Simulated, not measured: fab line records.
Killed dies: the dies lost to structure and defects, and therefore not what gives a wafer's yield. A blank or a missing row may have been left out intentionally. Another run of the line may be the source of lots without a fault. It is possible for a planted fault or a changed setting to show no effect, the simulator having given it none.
Which tool is to blame? | flow nand harc | 36 wafers from 12 lots sampled at 5 of the route's 1159 steps

## WHAT EACH GAUGE READ, for each wafer
NHARC_P_GATE_INSPECT_68. Usual: raw defect count at 214, with a standard deviation of 71.
lot  | measured     | on                | raw defect count | flag
L110 | day 5 15:47  | defect inspect-02 | 179 180 181      |
L112 | day 5 19:26  | defect inspect-01 | 177 292 87       |
L115 | day 6 19:25  | defect inspect-02 | 189 274 352      |
L120 | day 8 00:08  | defect inspect-01 | 264 169 241      |
L122 | day 8 17:25  | defect inspect-01 | 196 288 263      |
L123 | day 8 17:40  | defect inspect-01 | 209 194 168      |
L125 | day 9 08:46  | defect inspect-02 | 172 339 228      |
L127 | day 9 19:58  | defect inspect-02 | 153 209 248      |
L130 | day 10 09:32 | defect inspect-02 | 295 328 231      |
L131 | day 10 19:53 | defect inspect-01 | 99 139 232       |
L132 | day 10 23:19 | defect inspect-01 | 355 180 149      |
L133 | day 11 00:01 | defect inspect-02 | 276 248 381      |

NHARC_END_SORT_01. Usual: killed at array 27, standard deviation 8.8; killed at other 0.4, standard deviation 0.82; killed at periphery 3.1, standard deviation 2.1; killed dies 31, standard deviation 8.8; killed open 3.3, standard deviation 2; killed short 2.0, standard deviation 1.4.
lot  | measured     | on        | killed at array | killed at other | killed at periphery | killed dies | killed open | killed short | flag
L120 | day 21 12:00 | prober-02 | 37 27 36        | 1 1 0           | 7 649 7             | 45 677 43   | 7 3 2       | 2 0 2        | OFF

## WHICH TOOL RAN EACH LOT (tool, then ch and the chambers of the sampled wafers, then the start)
lot  | NHARC_P_GATE_RTA_82              | NHARC_P_CONTACT_ETCH_18            | NHARC_P_CONTACT_ETCH_31
L110 | rtp anneal-02 ch 0, day 5 15:37  | rie diel-10 ch 1,2,3, day 5 18:05  | rie diel-10 ch 0,2,3, no start
L112 | rtp anneal-02 ch 0, day 5 19:19  | rie diel-02 ch 0,2,3, day 5 21:46  | rie diel-02 ch 0,1, no start
L115 | rtp anneal-02 ch 0, day 6 19:19  | rie diel-10 ch 2,3, day 6 21:40    | rie diel-10 ch 0,1,3, no start
L120 | rtp anneal-01 ch 0, day 7 23:56  | rie diel-10 ch 0,2,3, day 8 02:24  | rie diel-10 ch 0,1,3, day 21 12:00 or earlier
L122 | rtp anneal-01 ch 0, day 8 17:16  | rie diel-02 ch 1,2, day 8 19:40    | rie diel-02 ch 1,3, no start
L123 | rtp anneal-01 ch 0, day 8 17:28  | rie diel-04 ch 2,3, day 8 20:06    | rie diel-04 ch 0,3, no start
L125 | rtp anneal-02 ch 0, day 9 08:34  | rie diel-04 ch 0,3, day 9 11:09    | rie diel-04 ch 0,1, no start
L127 | rtp anneal-01 ch 0, day 9 19:46  | rie diel-02 ch 2,3, day 9 22:44    | rie diel-02 ch 1,2,3, no start
L130 | rtp anneal-02 ch 0, day 10 09:22 | rie diel-02 ch 1,2,3, day 10 12:00 | rie diel-02 ch 1,2,3, no start
L131 | rtp anneal-02 ch 0, day 10 19:40 | rie diel-10 ch 0,1, day 10 22:12   | rie diel-10 ch 0,1,2, no start
L132 | rtp anneal-01 ch 0, day 10 23:08 | rie diel-02 ch 2,3, day 11 02:42   | rie diel-02 ch 1,2, no start
L133 | rtp anneal-01 ch 0, day 10 23:49 | rie diel-10 ch 1,2,3, day 11 02:25 | rie diel-10 ch 0,1,2, no start
- NHARC_P_GATE_RTA_82: time 30 s.
- NHARC_P_CONTACT_ETCH_18: etches the open film in C4F8/O2/Ar, target depth 481 nm, time 240.5 s.
- NHARC_P_CONTACT_ETCH_31: etches the open film in CH3F/O2, target depth 30 nm, time 85.7 s.

## AS READ BY THE TOOLS THEMSELVES (means over the sampled wafers that have a number; for cases with no such wafer, the mark the record gives instead)
NHARC_P_GATE_RTA_82. Usual: lamp power pct 4.18 %, standard deviation 0.098; lamp_zone_4_pct 4.18 %, standard deviation 0.098; wafer_temp_C_max 452.6, standard deviation 0.57.
lot  | tool          | lamp power pct (%) | lamp_zone_4_pct (%) | wafer_temp_C_max | flag
L110 | rtp anneal-02 | 4.29               | 4.29                | 452.9            |
L112 | rtp anneal-02 | 4.29               | 4.29                | 452.3            |
L115 | rtp anneal-02 | 4.29               | 4.29                | 452.0            |
L120 | rtp anneal-01 | 4.09               | 4.09                | 452.6            |
L122 | rtp anneal-01 | 4.09               | 4.10                | 453.2            |
L123 | rtp anneal-01 | 4.09               | 4.09                | 452.9            |
L125 | rtp anneal-02 | 4.29               | 4.30                | 452.9            |
L127 | rtp anneal-01 | 4.09               | 4.09                | 452.6            |
L130 | rtp anneal-02 | 4.30               | 4.29                | 452.4            |
L131 | rtp anneal-02 | 4.29               | 4.29                | 452.5            |
L132 | rtp anneal-01 | 4.09               | 4.09                | 451.9            |
L133 | rtp anneal-01 | 4.10               | 4.10                | 452.4            |

NHARC_P_CONTACT_ETCH_18. Usual: oes product au 0.959 a.u., standard deviation 0.016; rf vpp V 982.8 V, standard deviation 2.8; run length s 261.7 s, standard deviation 0.52.
lot  | tool        | oes product au (a.u.) | rf vpp V (V) | run length s (s) | flag
L110 | rie diel-10 | 0.943                 | 983.2        | 261.9            |
L112 | rie diel-02 | 0.967                 | 983.3        | 261.5            |
L115 | rie diel-10 | 0.980                 | 985.6        | 261.7            |
L120 | rie diel-10 | 0.977                 | 983.3        | 243.6            | OFF
L122 | rie diel-02 | 0.937                 | 983.1        | 261.4            |
L123 | rie diel-04 | 0.960                 | 980.6        | 262.4            |
L125 | rie diel-04 | 0.949                 | 981.7        | 261.4            |
L127 | rie diel-02 | 0.959                 | 984.2        | 261.5            |
L130 | rie diel-02 | 0.949                 | 984.0        | 261.4            |
L131 | rie diel-10 | 0.922                 | 979.8        | 262.2            |
L132 | rie diel-02 | 0.967                 | 982.9        | 261.5            |
L133 | rie diel-10 | 0.964                 | 982.4        | 261.7            |

NHARC_P_CONTACT_ETCH_31. Usual: value, then standard deviation, for each; drypump motor current A 5.74 A / 0.28; mfc ar sccm 200.0 sccm / 0.57; oes product au 0.985 a.u. / 0.013; rf vpp V 245.5 V / 1; run length s 106.9 s / 0.52; showerhead plenum p Torr 2.54 Torr / 0.049; throttle valve pct 20.663 % / 0.0086.
lot  | tool        | drypump motor current A (A) | mfc ar sccm (sccm) | oes product au (a.u.) | rf vpp V (V) | run length s (s) | showerhead plenum p Torr (Torr) | throttle valve pct (%) | flag
L110 | rie diel-10 | 5.71                        | 199.6              | 0.984                 | 245.2        | 106.7            | 2.55                            | 20.664                 |
L112 | rie diel-02 | 6.01                        | 200.3              | 0.990                 | 246.1        | 106.4            | 2.52                            | 20.664                 |
L115 | rie diel-10 | 5.66                        | 199.9              | 0.989                 | 245.4        | 107.3            | 2.55                            | 20.663                 |
L120 | rie diel-10 | 5.66                        | 200.2              | 0.995                 | 246.0        | 107.2            | 2.54                            | 20.661                 |
L122 | rie diel-02 | 5.87                        | 200.2              | 0.962                 | 245.2        | 106.5            | 2.57                            | 20.663                 |
L123 | rie diel-04 | 5.85                        | 200.4              | 0.991                 | 245.0        | 106.7            | 2.53                            | 20.671                 |
L125 | rie diel-04 | 5.36                        | 199.9              | 0.988                 | 246.3        | 107.2            | 2.57                            | 20.657                 |
L127 | rie diel-02 | 5.90                        | 199.8              | 0.982                 | 245.6        | 106.6            | 2.56                            | 20.657                 |
L130 | rie diel-02 | 5.89                        | 199.9              | 0.981                 | 246.3        | 106.8            | 2.56                            | 20.659                 |
L131 | rie diel-10 | 5.55                        | 200.0              | 0.967                 | 244.9        | 107.0            | 2.49                            | 20.660                 |
L132 | rie diel-02 | 5.91                        | 199.7              | 0.993                 | 245.7        | 106.8            | 2.55                            | 20.654                 |
L133 | rie diel-10 | 5.55                        | 200.0              | 0.978                 | 245.4        | 107.1            | 2.49                            | 20.659                 |

## THE ANSWER, worked out from the rows above alone
Rule: lot off if the mean of its wafers having a number is beyond 3 standard deviations from the usual mean. Also off: a lot with no number at a reading for which 4 or more lots have one. The other lots that the step has rows for count as sound. First the gauges in route order, then the tools' own readings, where a lot's mean is used as printed above. The first step at which some lot is off is used, and at that step the reading that is off furthest; a lot without a number counts as furthest.
Off, at NHARC_END_SORT_01 on killed at periphery: L120. Neither off nor sound, because the step has no rows for them: L110, L112, L115, L122, L123, L125, L127, L130, L131, L132, L133.
A tool fits if, at a process step before that reading, it ran every lot that is off, and no sound lot after the first of them. Not tried: the gauges at NHARC_END_SORT_01; whatever is off there is also off at NHARC_P_CONTACT_ETCH_18, on other tools, and gauge error can't account for it. Because NHARC_P_CONTACT_ETCH_31 lacks a start for some lots, the hours and order of its lots are taken from NHARC_END_SORT_01. This does not decide it: 2 tools fit, namely rtp anneal-01 at NHARC_P_GATE_RTA_82 and rie diel-10 at NHARC_P_CONTACT_ETCH_18 and NHARC_P_CONTACT_ETCH_31.

## WHAT THE SIMULATOR HAD PUT IN
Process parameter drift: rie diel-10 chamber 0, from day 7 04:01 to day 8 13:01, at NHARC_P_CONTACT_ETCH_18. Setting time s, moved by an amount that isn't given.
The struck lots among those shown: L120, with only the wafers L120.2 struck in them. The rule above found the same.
